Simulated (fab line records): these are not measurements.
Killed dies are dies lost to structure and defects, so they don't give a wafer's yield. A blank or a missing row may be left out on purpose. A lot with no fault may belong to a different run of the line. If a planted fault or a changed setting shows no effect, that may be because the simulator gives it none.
fab line records + flow nandHarc
record:
- lots: 14
- wafers: 42
- lastDay: 31
route steps=1302 shown A_SOURCE_PLATE@416 A_ONON_D1@426 END@1302
lots that met no fault: from a run of the same line without faults
startH: start of the lot's first displayed wafer, in hours after the record's first day + waitH: hours since the lot's step before + " the same as in the row above + L1.1+2: a row that stands for several wafers + - no value, or no start was given + * or withheld: withheld + < > ~ a bound
route shown NAME@n: a module of which the file shows steps, and the number in the route of the first + usual: mean/standard deviation taken from wafers without a fault + same: alike in all rows + chamber/n: place in a boat + sites: per-site readings + _std_site: the values' standard deviation + _edge_site: mean of outer sites minus mean of inner sites + radiusMm: for every site, how far away it sits from the centre of the wafer + mask NAME#n: copy n + behind: the most recent tool/chamber to have shaped the wafer + hold: reason for holding the lot/hours on hold/outcome of the hold + device: the transistor (n, p or np) that didn't switch + end of line: at the end of the route, the tests of the same wafers + a step given without rows: its recipe and nothing more + killed: dies lost to structure and defects at the first sort, not the wafer's yield + map: shows each die of a wafer: x if killed, . if not, _ if none is there
set.NAME: the setting that was run; set.NAME@STEP: the one run at that earlier step + model.NAME: the simulator's own value behind a step, which no gauge read
a sample of lots followed through the steps of the route, with each step as a table and each wafer as a row
services: from which hour (startH, from the record's first day; less than 0 if before it) a tool's chamber was out of use, for how many hours, and why
== steps ==
step: NHARC_A_SOURCE_PLATE_THK_MEAS_09
recipe:
- thkMeasGauge: ellipsometry
usual:
- thkNm: 9.4/0.96
| lot.wafer | tool         | chamber | startH | waitH | thkNm |
|-----------|--------------|---------|--------|-------|-------|
| L108.1    | filmMetro-02 | -       | 148.04 | 0.4   | 9.2   |
| L108.4    | "            | -       | "      | "     | 9.6   |
| L108.5    | "            | -       | "      | "     | 9.6   |
| L110.2    | filmMetro-02 | -       | 167.46 | 0.4   | 8.0   |
| L110.3    | "            | -       | "      | "     | 10.4  |
| L110.4    | "            | -       | "      | "     | 11.0  |
| L111.2    | filmMetro-02 | -       | 172.68 | 0.4   | 8.0   |
| L111.5    | "            | -       | "      | "     | 10.3  |
| L111.6    | "            | -       | "      | "     | 8.2   |
| L112.1    | filmMetro-01 | -       | 183.67 | 0.4   | 10.1  |
| L112.3    | "            | -       | "      | "     | 9.6   |
| L112.5    | "            | -       | "      | "     | 8.7   |
| L113.3    | filmMetro-01 | -       | 193.89 | 0.4   | 9.7   |
| L113.5    | "            | -       | "      | "     | 9.7   |
| L113.6    | "            | -       | "      | "     | 9.5   |
| L115.1    | filmMetro-02 | -       | 217.76 | 0.4   | 7.5   |
| L115.2    | "            | -       | "      | "     | 9.5   |
| L115.3    | "            | -       | "      | "     | 9.5   |
| L116.3    | filmMetro-01 | -       | 225.70 | 0.4   | 9.1   |
| L116.4    | "            | -       | "      | "     | 7.9   |
| L116.5    | "            | -       | "      | "     | 9.8   |
| L118.2    | filmMetro-02 | -       | 249.90 | 0.4   | 8.5   |
| L118.3    | "            | -       | "      | "     | 10.9  |
| L118.6    | "            | -       | "      | "     | 10.6  |
| L120.1    | filmMetro-02 | -       | 262.55 | 0.4   | 11.3  |
| L120.4    | "            | -       | "      | "     | 8.8   |
| L120.6    | "            | -       | "      | "     | 9.9   |
| L121.2    | filmMetro-01 | -       | 274.86 | 0.4   | 7.2   |
| L121.4    | "            | -       | "      | "     | 8.1   |
| L121.5    | "            | -       | "      | "     | 8.8   |
| L122.2    | filmMetro-02 | -       | 300.42 | 0.4   | 8.9   |
| L122.3    | "            | -       | "      | "     | 9.1   |
| L122.5    | "            | -       | "      | "     | 9.6   |
| L123.3    | filmMetro-01 | -       | 300.43 | 0.4   | 9.2   |
| L123.4    | "            | -       | "      | "     | 9.7   |
| L123.5    | "            | -       | "      | "     | 9.9   |
| L126.1    | filmMetro-01 | -       | 327.24 | 0.4   | 9.7   |
| L126.2    | "            | -       | "      | "     | 8.7   |
| L126.5    | "            | -       | "      | "     | 9.6   |
| L127.3    | filmMetro-01 | -       | 342.94 | 0.4   | 9.8   |
| L127.5    | "            | -       | "      | "     | 10.9  |
| L127.6    | "            | -       | "      | "     | 10.6  |
step: NHARC_A_ONON_D1_DEP_03
recipe:
- targetThkA: 10000
- n2FlowSccm: 2750
- n2oFlowSccm: 2000
- nh3FlowSccm: 500
- sih4FlowSccm: 210
- tempC: 400
usual:
- sih4FlowSccm: 210.1/0.63
| lot.wafer | tool         | chamber | startH | waitH | sih4FlowSccm |
|-----------|--------------|---------|--------|-------|--------------|
| L108.1    | pecvdOnon-02 | 0       | 161.67 | 0.1   | 210.1        |
| L108.4    | "            | 0       | "      | "     | 210.8        |
| L108.5    | "            | 0       | "      | "     | 209.9        |
| L110.2    | pecvdOnon-02 | 0       | 180.75 | 0.1   | 209.5        |
| L110.3    | "            | 0       | "      | "     | 210.3        |
| L110.4    | "            | 0       | "      | "     | 209.8        |
| L111.2    | pecvdOnon-03 | 0       | 188.96 | 0.1   | 210.9        |
| L111.5    | "            | 0       | "      | "     | 210.3        |
| L111.6    | "            | 0       | "      | "     | 210.5        |
| L112.1    | pecvdOnon-04 | 0       | 197.49 | 0.1   | 209.5        |
| L112.3    | "            | 0       | "      | "     | 209.9        |
| L112.5    | "            | 0       | "      | "     | 211.1        |
| L113.3    | pecvdOnon-02 | 0       | 207.72 | 0.2   | 209.4        |
| L113.5    | "            | 0       | "      | "     | 210.1        |
| L113.6    | "            | 0       | "      | "     | 210.5        |
| L115.1    | pecvdOnon-02 | 0       | 235.02 | 0.1   | 210.0        |
| L115.2    | "            | 0       | "      | "     | 210.9        |
| L115.3    | "            | 0       | "      | "     | 210.8        |
| L116.3    | pecvdOnon-04 | 0       | 239.26 | 0.3   | 209.7        |
| L116.4    | "            | 0       | "      | "     | 209.7        |
| L116.5    | "            | 0       | "      | "     | 209.8        |
| L118.2    | pecvdOnon-02 | 0       | 263.51 | 0.1   | 209.5        |
| L118.3    | "            | 0       | "      | "     | 210.7        |
| L118.6    | "            | 0       | "      | "     | 210.8        |
| L120.1    | pecvdOnon-02 | 0       | 277.99 | 0.1   | 208.9        |
| L120.4    | "            | 0       | "      | "     | 208.8        |
| L120.6    | "            | 0       | "      | "     | 209.9        |
| L121.2    | pecvdOnon-02 | 0       | 288.02 | 0.1   | 209.9        |
| L121.4    | "            | 0       | "      | "     | 210.4        |
| L121.5    | "            | 0       | "      | "     | 210.2        |
| L123.3    | pecvdOnon-03 | 0       | 314.58 | 0.2   | 210.3        |
| L123.4    | "            | 0       | "      | "     | 209.0        |
| L123.5    | "            | 0       | "      | "     | 210.3        |
| L122.2    | pecvdOnon-02 | 0       | 314.66 | 0.2   | 209.7        |
| L122.3    | "            | 0       | "      | "     | 209.8        |
| L122.5    | "            | 0       | "      | "     | 209.8        |
| L126.1    | pecvdOnon-03 | 0       | 341.05 | 0.1   | 209.8        |
| L126.2    | "            | 0       | "      | "     | 210.0        |
| L126.5    | "            | 0       | "      | "     | 208.9        |
| L127.3    | pecvdOnon-03 | 0       | 359.43 | 0.2   | 209.9        |
| L127.5    | "            | 0       | "      | "     | 210.4        |
| L127.6    | "            | 0       | "      | "     | 210.4        |
step: NHARC_A_ONON_D1_THK_MEAS_05
recipe:
- thkMeasGauge: ellipsometry
usual:
- thkNm: 998/9.9
| lot.wafer | tool         | chamber | startH | waitH | hold                    | thkNm |
|-----------|--------------|---------|--------|-------|-------------------------|-------|
| L108.1    | filmMetro-01 | -       | 162.19 | -     | -                       | 990   |
| L108.4    | "            | -       | "      | "     | -                       | 993   |
| L108.5    | "            | -       | "      | "     | -                       | 991   |
| L110.2    | filmMetro-01 | -       | 181.20 | -     | -                       | 1002  |
| L110.3    | "            | -       | "      | "     | -                       | 1002  |
| L110.4    | "            | -       | "      | "     | -                       | 1001  |
| L111.2    | filmMetro-02 | -       | 189.41 | -     | -                       | 999   |
| L111.5    | "            | -       | "      | "     | -                       | 998   |
| L111.6    | "            | -       | "      | "     | -                       | 999   |
| L112.1    | filmMetro-01 | -       | 197.99 | -     | -                       | 995   |
| L112.3    | "            | -       | "      | "     | -                       | 995   |
| L112.5    | "            | -       | "      | "     | -                       | 994   |
| L113.3    | filmMetro-02 | -       | 208.11 | -     | -                       | 993   |
| L113.5    | "            | -       | "      | "     | -                       | 992   |
| L113.6    | "            | -       | "      | "     | -                       | 993   |
| L115.1    | filmMetro-02 | -       | 235.53 | -     | -                       | 1003  |
| L115.2    | "            | -       | "      | "     | -                       | 1003  |
| L115.3    | "            | -       | "      | "     | -                       | 1003  |
| L116.3    | filmMetro-02 | -       | 239.65 | -     | -                       | 992   |
| L116.4    | "            | -       | "      | "     | -                       | 994   |
| L116.5    | "            | -       | "      | "     | -                       | 993   |
| L118.2    | filmMetro-02 | -       | 263.96 | -     | -                       | 1010  |
| L118.3    | "            | -       | "      | "     | -                       | 1010  |
| L118.6    | "            | -       | "      | "     | -                       | 1011  |
| L120.1    | filmMetro-01 | -       | 278.49 | -     | -                       | 1002  |
| L120.4    | "            | -       | "      | "     | -                       | 1002  |
| L120.6    | "            | -       | "      | "     | -                       | 1004  |
| L121.2    | filmMetro-02 | -       | 288.47 | -     | -                       | 992   |
| L121.4    | "            | -       | "      | "     | -                       | 994   |
| L121.5    | "            | -       | "      | "     | -                       | 994   |
| L123.3    | filmMetro-02 | -       | 314.97 | -     | -                       | 1018  |
| L123.4    | "            | -       | "      | "     | -                       | 1019  |
| L123.5    | "            | -       | "      | "     | -                       | 1019  |
| L122.2    | filmMetro-02 | -       | 315.11 | -     | -                       | 992   |
| L122.3    | "            | -       | "      | "     | -                       | 992   |
| L122.5    | "            | -       | "      | "     | -                       | 993   |
| L126.1    | filmMetro-01 | -       | 341.56 | -     | awaitDispo/0.2h/release | 456   |
| L126.2    | "            | -       | "      | "     | awaitDispo/0.2h/release | 455   |
| L126.5    | "            | -       | "      | "     | awaitDispo/0.2h/release | 454   |
| L126.1    | filmMetro-01 | -       | 341.73 | 0.2   | -                       | 452   |
| L126.2    | "            | -       | "      | "     | -                       | 454   |
| L126.5    | "            | -       | "      | "     | -                       | 454   |
| L127.3    | filmMetro-01 | -       | 359.82 | -     | awaitDispo/0.2h/release | 455   |
| L127.5    | "            | -       | "      | "     | awaitDispo/0.2h/release | 456   |
| L127.6    | "            | -       | "      | "     | awaitDispo/0.2h/release | 455   |
| L127.3    | filmMetro-01 | -       | 360.00 | 0.2   | -                       | 454   |
| L127.5    | "            | -       | "      | "     | -                       | 456   |
| L127.6    | "            | -       | "      | "     | -                       | 458   |
step: NHARC_A_ONON_D1_THK_MEAS_14
recipe:
- thkMeasGauge: ellipsometry
usual:
- thkNm: 999/10
| lot.wafer | tool         | chamber | startH | waitH | thkNm |
|-----------|--------------|---------|--------|-------|-------|
| L108.1    | filmMetro-02 | -       | 163.90 | -     | 1016  |
| L108.4    | "            | -       | "      | "     | 1015  |
| L108.5    | "            | -       | "      | "     | 1017  |
| L110.2    | filmMetro-02 | -       | 182.90 | -     | 986   |
| L110.3    | "            | -       | "      | "     | 986   |
| L110.4    | "            | -       | "      | "     | 984   |
| L111.2    | filmMetro-02 | -       | 191.11 | -     | 1007  |
| L111.5    | "            | -       | "      | "     | 1008  |
| L111.6    | "            | -       | "      | "     | 1007  |
| L112.1    | filmMetro-01 | -       | 199.73 | -     | 998   |
| L112.3    | "            | -       | "      | "     | 997   |
| L112.5    | "            | -       | "      | "     | 996   |
| L113.3    | filmMetro-02 | -       | 209.80 | -     | 996   |
| L113.5    | "            | -       | "      | "     | 995   |
| L113.6    | "            | -       | "      | "     | 993   |
| L115.1    | filmMetro-02 | -       | 237.23 | -     | 995   |
| L115.2    | "            | -       | "      | "     | 997   |
| L115.3    | "            | -       | "      | "     | 997   |
| L116.3    | filmMetro-01 | -       | 241.35 | -     | 996   |
| L116.4    | "            | -       | "      | "     | 999   |
| L116.5    | "            | -       | "      | "     | 997   |
| L118.2    | filmMetro-02 | -       | 265.66 | -     | 998   |
| L118.3    | "            | -       | "      | "     | 997   |
| L118.6    | "            | -       | "      | "     | 997   |
| L120.1    | filmMetro-02 | -       | 280.22 | -     | 1008  |
| L120.4    | "            | -       | "      | "     | 1006  |
| L120.6    | "            | -       | "      | "     | 1007  |
| L121.2    | filmMetro-02 | -       | 290.16 | -     | 1000  |
| L121.4    | "            | -       | "      | "     | 1000  |
| L121.5    | "            | -       | "      | "     | 1000  |
| L123.3    | filmMetro-01 | -       | 316.67 | -     | 1002  |
| L123.4    | "            | -       | "      | "     | 1002  |
| L123.5    | "            | -       | "      | "     | 1002  |
| L122.2    | filmMetro-01 | -       | 316.82 | -     | 996   |
| L122.3    | "            | -       | "      | "     | 995   |
| L122.5    | "            | -       | "      | "     | 995   |
step: NHARC_A_ONON_D1_THK_MEAS_21
recipe:
- thkMeasGauge: ellipsometry
usual:
- thkNm: 1002/8.5
| lot.wafer | tool         | chamber | startH | waitH | thkNm |
|-----------|--------------|---------|--------|-------|-------|
| L108.1    | filmMetro-02 | -       | 173.66 | -     | 1008  |
| L108.4    | "            | -       | "      | "     | 1008  |
| L108.5    | "            | -       | "      | "     | 1010  |
| L110.2    | filmMetro-01 | -       | 194.17 | -     | 1007  |
| L110.3    | "            | -       | "      | "     | 1006  |
| L110.4    | "            | -       | "      | "     | 1008  |
| L111.2    | filmMetro-01 | -       | 202.45 | -     | 1012  |
| L111.5    | "            | -       | "      | "     | 1013  |
| L111.6    | "            | -       | "      | "     | 1013  |
| L112.1    | filmMetro-02 | -       | 208.10 | -     | 1012  |
| L112.3    | "            | -       | "      | "     | 1011  |
| L112.5    | "            | -       | "      | "     | 1012  |
| L113.3    | filmMetro-01 | -       | 220.17 | -     | 1004  |
| L113.5    | "            | -       | "      | "     | 1005  |
| L113.6    | "            | -       | "      | "     | 1004  |
| L115.1    | filmMetro-02 | -       | 245.61 | -     | 985   |
| L115.2    | "            | -       | "      | "     | 986   |
| L115.3    | "            | -       | "      | "     | 985   |
| L116.3    | filmMetro-01 | -       | 249.75 | -     | 1012  |
| L116.4    | "            | -       | "      | "     | 1014  |
| L116.5    | "            | -       | "      | "     | 1016  |
| L118.2    | filmMetro-01 | -       | 274.06 | -     | 1009  |
| L118.3    | "            | -       | "      | "     | 1008  |
| L118.6    | "            | -       | "      | "     | 1009  |
| L120.1    | filmMetro-02 | -       | 290.29 | -     | 1009  |
| L120.4    | "            | -       | "      | "     | 1008  |
| L120.6    | "            | -       | "      | "     | 1008  |
| L121.2    | filmMetro-01 | -       | 298.50 | -     | 991   |
| L121.4    | "            | -       | "      | "     | 990   |
| L121.5    | "            | -       | "      | "     | 990   |
| L123.3    | filmMetro-02 | -       | 325.61 | -     | 997   |
| L123.4    | "            | -       | "      | "     | 1000  |
| L123.5    | "            | -       | "      | "     | 998   |
| L122.2    | filmMetro-01 | -       | 325.67 | -     | 1003  |
| L122.3    | "            | -       | "      | "     | 1004  |
| L122.5    | "            | -       | "      | "     | 1003  |
step: NHARC_END_SORT_01
recipe:
- tempC: 25
usual:
- defectLimitedYield: 90.2/2.3
- killedAtArray: 62/15
- killedAtOther: 0.8/1
- killedAtPeriphery: 3.7/2.6
- killedDies: 66/15
- killedOpen: 3.1/1.8
- killedShort: 2.6/1.7
same:
- grossDies: 677
| lot.wafer | tool      | chamber | startH | waitH | defectLimitedYield[%] | killedAtArray | killedAtOther | killedAtPeriphery | killedDies | killedOpen | killedShort |
|-----------|-----------|---------|--------|-------|-----------------------|---------------|---------------|-------------------|------------|------------|-------------|
| L118.2    | prober-02 | 0       | 660.38 | 2.8   | 89.7                  | 67            | 0             | 3                 | 70         | 3          | 2           |
| L118.3    | prober-02 | 0       | 661.18 | 3.1   | 91.7                  | 49            | 1             | 6                 | 56         | 2          | 2           |
| L118.6    | prober-02 | 0       | 663.59 | 4.0   | 91.4                  | 51            | 0             | 7                 | 58         | 2          | 5           |
| L121.2    | prober-02 | 0       | 675.39 | 2.8   | 86.7                  | 78            | 0             | 12                | 90         | 5          | 1           |
| L121.4    | prober-02 | 0       | 676.98 | 3.4   | 86.3                  | 88            | 0             | 5                 | 93         | 2          | 1           |
| L121.5    | prober-02 | 0       | 677.77 | 3.7   | 85.1                  | 96            | 0             | 5                 | 101        | 2          | 2           |
| L123.3    | prober-01 | 0       | 715.44 | 3.1   | 94.1                  | 36            | 3             | 1                 | 40         | 0          | 1           |
| L123.4    | prober-01 | 0       | 716.24 | 3.4   | 90.5                  | 59            | 4             | 1                 | 64         | 0          | 3           |
| L123.5    | prober-01 | 0       | 717.03 | 3.7   | 92.8                  | 43            | 3             | 3                 | 49         | 4          | 3           |
| L122.2    | prober-01 | 0       | 733.44 | 2.8   | 88.6                  | 71            | 1             | 5                 | 77         | 3          | 4           |
| L122.3    | prober-01 | 0       | 734.24 | 3.1   | 88.6                  | 70            | 0             | 7                 | 77         | 1          | 3           |
| L122.5    | prober-01 | 0       | 735.83 | 3.7   | 90.7                  | 60            | 0             | 3                 | 63         | 5          | 2           |
killed by level:class
L118.2 A_SLIT:chamberFilmFlake=39 A_CHANNEL_HOLE_D2:chamberFilmFlake=16 A_CHANNEL_HOLE_D1:chamberFilmFlake=5 A_CONTACT:chamberFilmFlake=3 P_M2:geometricParticle:short=1 A_ONON_D2:geometricParticle:open=1 A_SGD_CUT:geometricParticle:short=1 A_BLC:geometricParticle:open=1
L118.3 A_SLIT:chamberFilmFlake=28 A_CHANNEL_HOLE_D2:chamberFilmFlake=9 A_CONTACT:chamberFilmFlake=6 P_M2:chamberFilmFlake=3 P_STI:chamberFilmFlake=2 P_CONTACT:geometricParticle:open=1 A_ONON_D1:geometricParticle:open=1 A_BLC:geometricParticle:short=1
L118.6 A_SLIT:chamberFilmFlake=24 A_CHANNEL_HOLE_D2:chamberFilmFlake=11 A_CHANNEL_HOLE_D1:chamberFilmFlake=6 P_M2:chamberFilmFlake=3 A_CONTACT:chamberFilmFlake=3 P_STI:chamberFilmFlake=2 A_STAIRCASE:chamberFilmFlake=2 P_GATE:geometricParticle:short=1
L121.2 A_SLIT:chamberFilmFlake=32 A_CHANNEL_HOLE_D1:chamberFilmFlake=29 A_CHANNEL_HOLE_D2:chamberFilmFlake=11 P_M2:chamberFilmFlake=4 P_M0:geometricParticle:open=3 A_DECK1_JOINT:chamberFilmFlake=3 P_GATE:chamberFilmFlake=2 P_GATE:geometricParticle:open=1
L121.4 A_CHANNEL_HOLE_D1:chamberFilmFlake=33 A_SLIT:chamberFilmFlake=27 A_CHANNEL_HOLE_D2:chamberFilmFlake=21 A_CONTACT:chamberFilmFlake=3 P_GATE:chamberFilmFlake=2 P_GATE:geometricParticle:open=1 A_CHANNEL_FILL_D1:geometricParticle:short=1 A_M0:geometricParticle:open=1
L121.5 A_CHANNEL_HOLE_D1:chamberFilmFlake=35 A_SLIT:chamberFilmFlake=34 A_CHANNEL_HOLE_D2:chamberFilmFlake=23 P_M2:chamberFilmFlake=2 P_CONTACT:geometricParticle:open=1 A_CHANNEL_HOLE_D1:geometricParticle:short=1 A_DECK1_JOINT:geometricParticle:short=1 A_CHANNEL_FILL_D2:geometricParticle:open=1
L123.3 A_CHANNEL_HOLE_D1:chamberFilmFlake=23 A_STAIRCASE:chamberFilmFlake=3 A_SLIT:chamberFilmFlake=3 A_CONTACT:chamberFilmFlake=3 THIN_TSV:chamberFilmFlake=3 A_WL_FILL:geometricParticle:short=1 P_GATE:chamberFilmFlake=1 A_ZERO_WELL:chamberFilmFlake=1
L123.4 A_CHANNEL_HOLE_D1:chamberFilmFlake=37 A_CHANNEL_FILL_D2:chamberFilmFlake=5 A_BLC:chamberFilmFlake=4 THIN_TSV:chamberFilmFlake=4 A_STAIRCASE:chamberFilmFlake=3 A_CONTACT:chamberFilmFlake=3 A_WL_FILL:geometricParticle:short=2 A_SLIT:chamberFilmFlake=2
L123.5 A_CHANNEL_HOLE_D1:chamberFilmFlake=23 A_STAIRCASE:chamberFilmFlake=7 A_SLIT:chamberFilmFlake=3 THIN_TSV:chamberFilmFlake=3 A_DECK1_JOINT:chamberFilmFlake=2 P_ZERO_WELL:geometricParticle:open=1 A_ONON_D1:geometricParticle:open=1 A_CHANNEL_FILL_D1:geometricParticle:short=1
L122.2 A_SLIT:chamberFilmFlake=25 A_CHANNEL_HOLE_D2:chamberFilmFlake=19 A_CHANNEL_HOLE_D1:chamberFilmFlake=11 A_CONTACT:chamberFilmFlake=8 P_BONDPAD:chamberFilmFlake=2 A_STAIRCASE:chamberFilmFlake=2 P_GATE:geometricParticle:short=1 P_CONTACT:geometricParticle:short=1
L122.3 A_SLIT:chamberFilmFlake=28 A_CHANNEL_HOLE_D2:chamberFilmFlake=22 A_CONTACT:chamberFilmFlake=6 P_BONDPAD:chamberFilmFlake=5 A_STAIRCASE:chamberFilmFlake=4 A_CHANNEL_HOLE_D1:chamberFilmFlake=3 A_ZERO_WELL:chamberFilmFlake=2 P_GATE:geometricParticle:short=1
L122.5 A_SLIT:chamberFilmFlake=23 A_CHANNEL_HOLE_D2:chamberFilmFlake=23 A_CONTACT:chamberFilmFlake=5 A_SGD_CUT:geometricParticle:open=2 P_GATE:chamberFilmFlake=2 A_CHANNEL_HOLE_D1:chamberFilmFlake=2 P_CONTACT:geometricParticle:open=1 A_CHANNEL_FILL_D1:geometricParticle:short=1
== services ==
| tool         | chamber | startH | hours | kind |
|--------------|---------|--------|-------|------|
| pecvdOnon-02 | -       | 185.00 | 13.0  | pm   |
| pecvdOnon-03 | -       | 227.35 | 13.0  | pm   |
| pecvdOnon-04 | -       | 311.32 | 13.0  | pm   |
== key ==
firstSign:
- step: NHARC_A_ONON_D1_THK_MEAS_05
- reading: visit
- direction: added
effect:
- step: NHARC_A_ONON_D1_THK_MEAS_05
- reading: thkNm
- direction: down
- sigmas: 55
- usual: 998
- struck: 455
metAt NHARC_A_ONON_D1_DEP_03
struckLots L126,L127
scrappedBehind NHARC_A_ONON_D1_THK_MEAS_05 L126.1,L126.2,L126.5,L127.3,L127.5,L127.6
notActingAt NHARC_A_SOURCE_PLATE_THK_MEAS_09,NHARC_A_ONON_D1_THK_MEAS_14,NHARC_A_ONON_D1_THK_MEAS_21
onsetBetween 314.58 341.05
alsoFits time
fault:
- kind: processParameterDrift
- tool: pecvdOnon-03
- chamber: -
- onsetH: 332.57
- steps: NHARC_A_ONON_D1_DEP_03
- channel: targetThkA
- offset: *
- shape: step
- endH: 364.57
- actsIn: *
- stated: *
